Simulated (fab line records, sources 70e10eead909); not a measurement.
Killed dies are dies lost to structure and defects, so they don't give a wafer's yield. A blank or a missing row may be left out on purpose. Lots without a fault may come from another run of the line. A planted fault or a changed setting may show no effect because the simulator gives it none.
Problem report in the 8D (eight disciplines) form, filled by code | flow nand_harc | the parts of the form that need people (team, actions taken, sign-off) are left out

1. THE PROBLEM
killed_at_other at NHARC_END_SORT_01 reads a mean of 45.0 on 1 wafer of 1 lot; wafers without a fault read 0.9 with a standard deviation of 1.2. That is +37 standard deviations from the usual mean.
First seen on wafer L375.3, day 29 14:43, on prober-02. The record holds 39 wafers of 13 lots with a number at this step. Rule for "out", or "out of limits": more than 4 standard deviations from the usual mean. The other wafers with a number count as sound.

2. WHAT IT IS AND WHAT IT IS NOT
question                    | is                | is not
which readings at this step | killed_at_other   | killed_at_array, killed_at_periphery, killed_open, killed_short
which lots                  | L375              | L363, L364, L365, L368, L378, L379, L380, L381, L383, L384, L385, L386
which wafers of those lots  | L375.3            | L375.5, L375.6
read on which gauges        | prober-02         | prober-01
when                        | from day 29 14:43 | up to then (12 sound wafers); but 26 sound wafers of L375, L378, L379, L380, L381, L383, L384, L385, L386 came after

3. SUSPECTS, AND WHAT RULES EACH OUT
Counting: a tool at a process step up to the reading stays a suspect if it ran every lot that is out. Sound lots after the first of them don't rule it out here, since some wafers of a struck lot are sound.
- the gauge at NHARC_END_SORT_01: kept. All the wafers that are out were read on prober-02, and no step on other tools shows them out.
- pecvd-01 at NHARC_THIN_TSV_DEP_47 (deposits SiO2, target thk 200 nm): kept. It ran the lot that is out, L375 (day 29 00:05); its last sound lot up to then is L365 (day 24 14:49).
- pvd_sputter-01 at NHARC_THIN_TSV_PVD_51 (deposits Cu, target thk 100 nm): kept. It ran the lot that is out, L375 (day 29 01:17); its last sound lot up to then is L368 (day 26 05:01).
- Within pecvd-01 at NHARC_THIN_TSV_DEP_47: the wafers that are out ran in chamber 2; their sound lot-mates ran in chambers 0, 1.
Left after counting: pecvd-01 at NHARC_THIN_TSV_DEP_47, pvd_sputter-01 at NHARC_THIN_TSV_PVD_51, prober-02 at NHARC_END_SORT_01.

4. THE CAUSE (what the simulator had put in)
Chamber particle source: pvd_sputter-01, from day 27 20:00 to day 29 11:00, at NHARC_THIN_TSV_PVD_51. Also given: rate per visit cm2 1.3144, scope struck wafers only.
Counting left 3 suspects, and this tool is among them.

5. THE CHAIN OF EFFECTS, in route order
Each row: a reading whose mean over the struck wafers that have a number lies more than 3 standard deviations from the usual. Only readings for which the record gives a usual standard deviation are gone through. hours: the time from each lot's start at the first step in this table that gives one to its start at this step, as a median over the lots. sigmas: the change in usual standard deviations.
hours | step              | reading         | usual | on struck wafers | change | sigmas
0     | NHARC_END_SORT_01 | killed_at_other | 0.9   | 45.0             | +44.1  | +37

6. WHAT WOULD HAVE CAUGHT IT SOONER
In this record the first reading out of limits at a measuring or inspecting step was taken at day 29 14:43, 43 hours after the fault began at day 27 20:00.
Of the tool readings at NHARC_THIN_TSV_PVD_51 for which the record gives a usual standard deviation, none was out on any struck wafer, so an alarm limit of 4 standard deviations on them would not have fired.
All the lots that are out (1) had begun NHARC_THIN_TSV_PVD_51 on pvd_sputter-01 by day 29 14:43. A hold on the tool at that time would have spared none of them.
